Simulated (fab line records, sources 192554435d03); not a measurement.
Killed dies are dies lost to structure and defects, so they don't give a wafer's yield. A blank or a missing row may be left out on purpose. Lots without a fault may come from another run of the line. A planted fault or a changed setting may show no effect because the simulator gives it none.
Chamber matching | flow n5_finfet | N5_BEOL_M10_CURE_71 on uv_cure-01: 3 sister chambers
The step cures SiCOH lowk, time 240 s. 3 wafers are shown with their chamber, then 10 later ones without.

WAFERS WITH THEIR CHAMBER
wafer  | chamber | wafer_temp_C_max
L084.5 | 0       | 386.6
L086.6 | 1       | 387.5
L085.4 | 2       | 386.2

WAFERS WITHOUT THEIR CHAMBER
wafer  | wafer_temp_C_max
L085.5 | 385.9
L090.1 | 386.3
L090.2 | 386.1
L090.3 | 386.3
L092.2 | 387.6
L092.4 | 387.6
L092.5 | 387.8
L094.3 | 386.2
L094.4 | 386.4
L094.6 | 386.0

WHICH CHAMBER EACH WENT THROUGH
wafer  | from the rows above     | in truth
L085.5 | 2                       | 2
L090.1 | can't be placed: 2 or 0 | 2
L090.2 | 2                       | 2
L090.3 | can't be placed: 2 or 0 | 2
L092.2 | 1                       | 1
L092.4 | 1                       | 1
L092.5 | 1                       | 1
L094.3 | 2                       | 2
L094.4 | can't be placed: 2 or 0 | 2
L094.6 | 2                       | 2
Placed correctly: 7 of 10. Can't be placed from these rows: 3 (the true chamber is among the candidates in 3). Placed wrongly: 0.
How it was worked out, from the rows above alone: a wafer's distance from a chamber is the root of the sum, over the readings, of the square of ((its reading less the chamber's mean) divided by the reading's scatter). The wafer belongs to the nearest chamber; if the next one is less than 2 further off, it can't be placed. A chamber's mean is the mean of its shown wafers. The scatter: with one shown wafer a chamber, the root of the mean of the squares of how far each hidden wafer lies from its nearest shown one.
